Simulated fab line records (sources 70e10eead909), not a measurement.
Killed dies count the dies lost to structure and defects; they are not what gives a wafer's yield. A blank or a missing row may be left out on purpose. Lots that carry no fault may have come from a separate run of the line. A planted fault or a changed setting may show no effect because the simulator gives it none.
Matching of chambers + flow nand-harc + rie-diel-02 running NHARC_P_BONDPAD_STRIP_15: 4 sister chambers
The step strips in O2. 4 wafers are shown with their chamber, then 7 later ones without.

## WAFERS WITH THEIR CHAMBER
| wafer  | chamber | showerhead-plenum-p-Torr (Torr) |
|--------|---------|---------------------------------|
| L078.2 | 1       | 3.56                            |
| L086.5 | 3       | 3.58                            |
| L089.1 | 2       | 3.68                            |
| L089.4 | 0       | 3.70                            |

## WAFERS WHOSE CHAMBER IS MISSING
| wafer  | showerhead-plenum-p-Torr (Torr) |
|--------|---------------------------------|
| L089.5 | 3.70                            |
| L091.1 | 3.70                            |
| L091.2 | 3.55                            |
| L091.3 | 3.57                            |
| L091.4 | 3.68                            |
| L091.5 | 3.68                            |
| L091.6 | 3.57                            |

## WHICH CHAMBER EACH WENT THROUGH
| wafer  | from the rows above     | in truth |
|--------|-------------------------|----------|
| L089.5 | 0                       | 0        |
| L091.1 | 0                       | 0        |
| L091.2 | 1                       | 1        |
| L091.3 | can't be placed: 1 or 3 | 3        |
| L091.4 | 2                       | 2        |
| L091.5 | 2                       | 2        |
| L091.6 | can't be placed: 1 or 3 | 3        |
5 of 7 placed correctly. From these rows, 2 cannot be placed; in 2 the true chamber is one of the candidates. 0 placed wrongly.
How it was worked out, from the rows above alone: a wafer's distance from a chamber is the root of the sum, over the readings, of the square of ((its reading less the chamber's mean) divided by the reading's scatter). The wafer belongs to the nearest chamber; if the next one is less than 2 further off, it can't be placed. For every chamber, the mean is computed from those of its wafers that are shown. The scatter: root of mean squared gap, hidden wafer to nearest shown wafer, with one shown wafer a chamber.
